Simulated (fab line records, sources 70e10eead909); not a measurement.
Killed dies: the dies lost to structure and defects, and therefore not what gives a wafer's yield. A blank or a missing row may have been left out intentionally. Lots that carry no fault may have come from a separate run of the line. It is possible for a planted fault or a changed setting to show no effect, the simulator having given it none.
Struck lot and sound lot, side by side + flow nandHarc + 14 out of 1302 route steps
Sound: these wafers, L814.2, L814.3, L814.4. Wafers struck: L824.1, L824.2, L824.3. The cause comes at the end.
At each step with rows: each side's tool, then ch and its chambers, then its first start. Under that, the readings that differ: sound wafers + struck wafers + difference of the means + sigmas: that difference in standard deviations of wafers without a fault.
alike: words and numbers the same on both sides, and readings whose means are apart by under 2 such deviations; not compared: readings that were withheld, readings missing a value for some wafer, numbers with overlapping values and no deviation given by the record, and bounds like >300 which may hide the same value.
A row with sigmas, a row that says differs or no value, or rows on one side alone: a step with any of these is where the two part. Non-overlapping numbers with no deviation appear without sigmas and do not part them. A reading missing from all wafers of one side parts the sides only when that side holds two or more wafers.

NHARC_A_ONON_D1_THK_MEAS_30: measures by ellipsometry.
  struck on filmMetro-01, day 13 04:35; sound on filmMetro-02, day 9 05:05
| reading    | sound       | struck         | difference | sigmas |
|------------|-------------|----------------|------------|--------|
| thkNm (nm) | 992 994 993 | 1010 1012 1011 | +18        | +2     |
NHARC_A_ONON_D1_DEP_33: deposits SiO2, target thk 200 nm.
  sound on pecvd-02 ch 0,1, day 9 05:08; struck on pecvd-01 ch 0,1,2, day 13 04:38
  alike: heaterPowerW, throttleValvePct
  not compared: sinceWetCleanH
NHARC_A_ONON_D1_THK_MEAS_34: measures by ellipsometry.
  struck on filmMetro-01, day 13 05:03; sound on filmMetro-01, day 9 05:34
  alike: thkNm
NHARC_A_ONON_D1_INSPECT_32:
  struck on defectInspect-02, day 13 05:07; sound on defectInspect-02, day 9 05:37
  alike: rawDefectCount
NHARC_A_CHANNEL_HOLE_D1_DEP_00: deposits aC, target thk 3100 nm.
  sound on aclDep-03 ch 0, day 9 06:53; struck on aclDep-02 ch 0, day 13 05:11
  alike: throttleValvePct
NHARC_A_CHANNEL_HOLE_D1_DEP_01: deposits SiON, target thk 140 nm.
  sound on pecvd-03 ch 0,2, day 9 08:28; struck on pecvd-02 ch 0,1,2, day 13 07:05
  alike: heaterPowerW
  not compared: sinceWetCleanH
then, 5 steps without rows for these wafers: NHARC_A_CHANNEL_HOLE_D1_DEHYDRATE_02 (time 120 s); NHARC_A_CHANNEL_HOLE_D1_HMDS_03 (time 30 s); NHARC_A_CHANNEL_HOLE_D1_COAT_36 (time 75 s); NHARC_A_CHANNEL_HOLE_D1_COAT_37 (time 65 s); NHARC_A_CHANNEL_HOLE_D1_COAT_04 (resist thk 90 nm).
NHARC_A_CHANNEL_HOLE_D1_SOFTBAKE_05: time 55 s.
  sound on lithoTrack-04 ch 0, day 9 08:00; struck on lithoTrack-01 ch 0, day 13 07:00
| reading               | sound                | struck               | difference | sigmas |
|-----------------------|----------------------|----------------------|------------|--------|
| heaterPowerTotalW (W) | 188.36 188.50 188.80 | 191.24 191.44 191.19 | +2.74      | +20    |
then, 2 steps without rows for these wafers: NHARC_A_CHANNEL_HOLE_D1_EBR_06; NHARC_END_SORT_01.

== WHERE THEY PART ==
At NHARC_A_ONON_D1_THK_MEAS_30 first; at NHARC_A_CHANNEL_HOLE_D1_SOFTBAKE_05 last (within this record only).

WHY: what had been put in by the simulator
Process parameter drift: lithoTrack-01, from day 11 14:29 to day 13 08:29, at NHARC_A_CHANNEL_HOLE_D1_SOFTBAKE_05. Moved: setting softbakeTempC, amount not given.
